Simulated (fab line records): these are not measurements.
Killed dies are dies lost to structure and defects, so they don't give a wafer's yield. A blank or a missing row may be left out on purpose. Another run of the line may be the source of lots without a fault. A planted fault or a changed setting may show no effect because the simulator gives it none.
Code-filled problem report in 8D (eight disciplines) form | flow n5Finfet | the parts of the form that need people (team, actions taken, sign-off) are left out

## 1. PROBLEM STATEMENT
Wafers without a fault read 1500.2 rpm, standard deviation 0.98; spinSpeedRpm at N5_MOL_CONTACT_COAG_COAT_104 reads a mean of 1589.3 rpm on 6 wafers belonging to 2 lots. Measured from the usual mean, that is +91 standard deviations.
The step: time 60 s, resist thk 12 nm.
The first sign was on wafer L362.2 at day 9 05:38, on lithoTrack-03. The record holds 27 wafers of 9 lots with a number at this step. By rule, "out" or "out of limits" means more than 4 standard deviations away from the usual mean. Any other wafer with a number is counted as sound.

## 2. WHAT THIS IS AND IS NOT
question                    | is                     | is not
which readings at this step | spinSpeedRpm           | -
which lots                  | L362, L363             | L345, L346, L348, L352, L354, L366, L367
which wafers of those lots  | all that have a number | -
read on which tools         | lithoTrack-03          | lithoTrack-04, lithoTrack-05
when                        | from day 9 05:38       | up to then (15 sound wafers); but 6 sound wafers of L366, L367 came after

## 3. WHAT RULES OUT EACH SUSPECT
Counting: a tool stays on the suspect list if, at a process step up to the reading, it processed all lots that are out and no sound lot following the first of them.
- rieMetal-02 at N5_GATE_CUT_CUT_ETCH_53 (etches W in SF6/Cl2, target depth 79.2 nm): kept. It ran every lot that is out, first L362 (day 9 02:38), and no sound lot after that; its last sound lot up to then is L352 (day 6 18:58).
- rieMetal-02 at N5_GATE_CUT_VAPOR_ETCH_48 (etches TiN in BCl3/Cl2): kept. It ran every lot that is out, first L362 (day 9 02:49), and no sound lot after that; its last sound lot up to then is L352 (day 6 19:08).
- lithoTrack-03 at N5_MOL_CONTACT_COAG_COAT_104 (time 60 s, resist thk 12 nm): kept. It ran every lot that is out, first L362 (day 9 05:38), and no sound lot after that; its last sound lot up to then is L352 (day 6 22:14). Out on those wafers are its own readings of spinSpeedRpm.
rieMetal-02 at N5_GATE_CUT_CUT_ETCH_53, rieMetal-02 at N5_GATE_CUT_VAPOR_ETCH_48 and lithoTrack-03 at N5_MOL_CONTACT_COAG_COAT_104 are what is left after counting.

## 4. THE CAUSE (what the simulator had put in)
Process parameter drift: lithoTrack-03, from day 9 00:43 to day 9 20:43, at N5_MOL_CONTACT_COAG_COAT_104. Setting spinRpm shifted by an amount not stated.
Counting left 3 suspects, and this tool is among them.

## 5. SEQUENCE OF EFFECTS, ordered by route
One row per reading whose mean, taken over the struck wafers that have a number, lies over 3 standard deviations from the usual. Only readings for which the record gives a usual standard deviation are gone through. hours: the time from each lot's start at the first step in this table that gives one to its start at this step, as a median over the lots. sigmas: the change in usual standard deviations.
hours | step                         | reading      | usual      | on struck wafers | change | sigmas
0     | N5_MOL_CONTACT_COAG_COAT_104 | spinSpeedRpm | 1500.2 rpm | 1589.3           | +89.1  | +91
It contains these process steps:
- N5_MOL_CONTACT_COAG_COAT_104: time 60 s, resist thk 12 nm.
At these later measuring or inspecting steps, every struck wafer for which the step has a row has a number for every such reading, and none has moved that far: N5_BEOL_M4_RC_MEAS_101.

## 6. HOW IT WOULD HAVE BEEN CAUGHT EARLIER
5 hours passed between the start of the fault at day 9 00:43 and the first reading out of limits in this record, taken at day 9 05:38.
